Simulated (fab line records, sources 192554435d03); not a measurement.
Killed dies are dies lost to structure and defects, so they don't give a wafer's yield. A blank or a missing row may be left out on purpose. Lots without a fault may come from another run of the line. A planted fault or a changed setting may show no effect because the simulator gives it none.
Split-lot experiment | flow n5_finfet | 7 lots, 21 wafers read, on a route of 1938 steps

THE SPLIT
At N5_FIN_CUT_EXPOSE_05 (exposes mask FIN CUT), the setting dose_mj was moved away from the recipe's 45.75 on 4 of the 21 wafers read, by -6.6% to +6.1%. The other wafers ran this setting at the recipe's value.

FROM THE SPLIT TO THE READING: what the file shows between them, 4 steps
- N5_FIN_CUT_PEB_06: peb time 60 s
- N5_FIN_CUT_DEVELOP_07: develop time 30 s
- N5_FIN_CUT_DESCUM_13: chemistry O2, time 7 s
- N5_FIN_CUT_ETCH_30: etches underlayer in N2/H2, target depth 13 nm, time 10.4 s

THE READING
FIN_CUT.cd_offset_nm (the simulator's own value, which no gauge read), in nm, at N5_FIN_CUT_ETCH_20 (etches SiARC in CF4, target depth 26 nm, time 43.3 s). The file gives no usual value for it. The 17 wafers here that ran the recipe average -0.0 nm, standard deviation 0.18 nm.

wafer  | tool, chamber at the split | dose_mj as run | against the recipe | FIN_CUT.cd_offset_nm, nm | against lot-mates on the recipe
L079.1 | euv_scanner-02, 0          | 45.75          | recipe             | -0.2                     | -
L079.4 | euv_scanner-02, 0          | 47.29          | +3.4%              | 0.6                      | +0.6
L079.5 | euv_scanner-02, 0          | 45.75          | recipe             | 0.2                      | -
L081.2 | euv_scanner-02, 0          | 48.52          | +6.1%              | 1                        | +1.1
L081.3 | euv_scanner-02, 0          | 45.75          | recipe             | -0.2                     | -
L081.6 | euv_scanner-02, 0          | 45.75          | recipe             | 0                        | -
L083.1 | euv_scanner-02, 0          | 45.75          | recipe             | 0                        | -
L083.3 | euv_scanner-02, 0          | 42.72          | -6.6%              | -1.2                     | -1.1
L083.5 | euv_scanner-02, 0          | 45.75          | recipe             | -0.2                     | -
L086.3 | euv_scanner-02, 0          | 44.38          | -3.0%              | -0.6                     | -0.7
L086.5 | euv_scanner-02, 0          | 45.75          | recipe             | 0.2                      | -
L086.6 | euv_scanner-02, 0          | 45.75          | recipe             | 0                        | -
L090.1 | euv_scanner-02, 0          | 45.75          | recipe             | -0.2                     | -
L090.5 | euv_scanner-02, 0          | 45.75          | recipe             | 0                        | -
L090.6 | euv_scanner-02, 0          | 45.75          | recipe             | -0.2                     | -
L091.1 | euv_scanner-01, 0          | 45.75          | recipe             | -0.4                     | -
L091.2 | euv_scanner-01, 0          | 45.75          | recipe             | 0                        | -
L091.5 | euv_scanner-01, 0          | 45.75          | recipe             | -0.2                     | -
L092.4 | euv_scanner-02, 0          | 45.75          | recipe             | 0.2                      | -
L092.5 | euv_scanner-02, 0          | 45.75          | recipe             | 0.2                      | -
L092.6 | euv_scanner-02, 0          | 45.75          | recipe             | 0.2                      | -

THE FIT
A straight line over all 21 wafers: FIN_CUT.cd_offset_nm changes by +0.177 nm for each +1% of dose_mj; r = +0.92; the points scatter about the line by 0.18 nm.
The same after taking each lot's own level away (the mean of its wafers on the recipe; 21 wafers): +0.179 nm for each +1%; r = +0.96; scatter 0.12 nm.
On that fit, the largest move of dose_mj shifts the reading by 1.2 nm.
The lots' own levels span -0.20 to 0.20 nm, that is 2.2 times the standard deviation above.
So the lot-to-lot level changes the slope little: the two slopes agree.
Check: with one of the wafers moved furthest among these (-6.6%) left out of the fit, the line predicts -1.27 nm for it against its lot-mates. It came out at -1.1 nm against them.

OTHER SPLITS ON THESE WAFERS
These wafers also went through other splits before the reading. Each is held against what the fit with the lots' levels taken away leaves over:
other split on the same wafers        | wafers away from the commonest value | r with FIN_CUT.cd_offset_nm (lot level and that fit taken away)
N5_ZERO_LAYER_PECVD_02 time_s         | 2                                    | +0.23
N5_ZERO_LAYER_COAT_05 spin_rpm        | 6                                    | +0.12
N5_ZERO_LAYER_EXPOSE_08 dose_mj       | 10                                   | +0.07
N5_WELL_APT_COAT_02 spin_rpm          | 8                                    | +0.24
N5_FIN_SAQP_SPACER1_ALD_24 ald_cycles | 5                                    | +0.33
N5_FIN_CUT_COAT_19 spin_rpm           | 7                                    | -0.28

THE WHOLE CHAIN: every reading that the file lists as answering this split, in the file's order
step               | what it does                                                | reading                                                               | change (the file's fit)               | r (the file's)
N5_FIN_CUT_ETCH_30 | etches underlayer in N2/H2, target depth 13 nm, time 10.4 s | FIN_CUT.cd_offset_nm (the simulator's own value, which no gauge read) | +0.202 nm for each +1% of the setting | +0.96
N5_FIN_CUT_ETCH_20 | etches SiARC in CF4, target depth 26 nm, time 43.3 s        | FIN_CUT.cd_offset_nm (the simulator's own value, which no gauge read) | +0.179 nm for each +1% of the setting | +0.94

THE FILE'S OWN FIT
FIN_CUT.cd_offset_nm changes by +0.179 nm for each +1% of dose_mj, r = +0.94.
